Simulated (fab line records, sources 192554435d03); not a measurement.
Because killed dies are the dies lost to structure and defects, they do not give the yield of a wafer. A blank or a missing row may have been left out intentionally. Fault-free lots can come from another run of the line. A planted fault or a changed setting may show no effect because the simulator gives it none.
Lot-split experiment ; flow n5_finfet ; 39 wafers read from 7 lots, route of 1938 steps

THE SPLIT ITSELF
At N5_ZERO_LAYER_DEVELOP_10 (develop time 60 s), the setting develop_time_s was moved away from the recipe's 60 s on 15 of the 39 wafers read, by -59.5% to +32.5%. For the rest of the wafers, this setting stayed at what the recipe calls for.

BETWEEN THE SPLIT AND THE READING: the file shows 1 step in between
- N5_ZERO_LAYER_HARDBAKE_23: time 120 s

THE READING
cd_nm at N5_ZERO_LAYER_CD_MEAS_11, given in nm (cd target 2000 nm). A value of 1998.6 nm with a standard deviation of 2.5 nm is what fault-free wafers of this fab line usually give.

wafer;tool, chamber at the split;develop_time_s as run, s;against the recipe;cd_nm, nm;against lot-mates on the recipe
L074.1;litho_track-02, 0;30.47;-49.2%;1984.6;-15.9
L074.2;litho_track-02, 0;60;recipe;2001.1;-
L074.3;litho_track-02, 0;60;recipe;2001.2;-
L074.4;litho_track-02, 0;30.47;-49.2%;1987.1;-13.4
L074.5;litho_track-02, 0;60;recipe;1999.2;-
L074.6;litho_track-02, 0;30.47;-49.2%;1985.3;-15.2
L075.1;litho_track-03, 0;60;recipe;2000.1;-
L075.4;litho_track-03, 0;60;recipe;2000.0;-
L075.5;litho_track-03, 0;60;recipe;2000.6;-
L080.1;litho_track-03, 0;24.3;-59.5%;1976.0;-19.9
L080.2;litho_track-03, 0;24.3;-59.5%;1978.5;-17.4
L080.3;litho_track-03, 0;24.3;-59.5%;1975.8;-20.1
L080.4;litho_track-03, 0;60;recipe;1996.9;-
L080.5;litho_track-03, 0;60;recipe;1996.9;-
L080.6;litho_track-03, 0;60;recipe;1994.0;-
L084.1;litho_track-03, 0;39.49;-34.2%;1992.6;-4.7
L084.2;litho_track-03, 0;60;recipe;1996.7;-
L084.3;litho_track-03, 0;60;recipe;1998.2;-
L084.4;litho_track-03, 0;60;recipe;1997.0;-
L084.5;litho_track-03, 0;39.49;-34.2%;1988.5;-8.8
L084.6;litho_track-03, 0;39.49;-34.2%;1991.3;-6.0
L087.1;litho_track-02, 0;60;recipe;1999.5;-
L087.2;litho_track-02, 0;31.56;-47.4%;1990.1;-9.4
L087.3;litho_track-02, 0;31.56;-47.4%;1985.0;-14.5
L087.4;litho_track-02, 0;31.56;-47.4%;1986.5;-13.0
L087.5;litho_track-02, 0;60;recipe;1997.7;-
L087.6;litho_track-02, 0;60;recipe;2001.4;-
L088.1;litho_track-01, 0;79.49;+32.5%;2002.7;+6.3
L088.2;litho_track-01, 0;79.49;+32.5%;2002.9;+6.5
L088.3;litho_track-01, 0;60;recipe;1996.0;-
L088.4;litho_track-01, 0;60;recipe;1997.6;-
L088.5;litho_track-01, 0;79.49;+32.5%;2006.0;+9.6
L088.6;litho_track-01, 0;60;recipe;1995.7;-
L091.1;litho_track-02, 0;60;recipe;1999.6;-
L091.2;litho_track-02, 0;60;recipe;1996.6;-
L091.3;litho_track-02, 0;60;recipe;2002.7;-
L091.4;litho_track-02, 0;60;recipe;1998.4;-
L091.5;litho_track-02, 0;60;recipe;2003.2;-
L091.6;litho_track-02, 0;60;recipe;2001.2;-

FIT RESULTS
A straight line over all 39 wafers: cd_nm changes by +0.275 nm for each +1% of develop_time_s; r = +0.93; the points scatter about the line by 2.9 nm.
The same after taking each lot's own level away (the mean of its wafers on the recipe; 39 wafers): +0.278 nm for each +1%; r = +0.96; scatter 2 nm.
The reading moves by 17 nm for the largest change in develop_time_s, on that fit.
The lots' own levels span 1995.93 to 2000.50 nm, that is 1.8 times the standard deviation above.
So the lot-to-lot level changes the slope little: the two slopes agree.
Check: -16.2 nm against its lot-mates is what the line predicts for one of the wafers moved furthest among these (-59.5%) when that wafer is left out of the fit. It came out at -19.9 nm against them.

THE WHOLE CHAIN: every reading that the file lists as answering this split, in the file's order
step;what it does;reading;change (the file's fit);r (the file's)
N5_ZERO_LAYER_CD_MEAS_11;target cd 2000 nm;cd_nm;+0.28 nm for each +1% of the setting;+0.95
N5_ZERO_LAYER_DESCUM_16;chemistry O2, time 7.9 s;ZERO_LAYER.cd_nm (the simulator's own value, which no gauge read);+0.28 nm for each +1% of the setting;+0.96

THE FILE'S OWN FIT
cd_nm changes by +0.28 nm for each +1% of develop_time_s, r = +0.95.
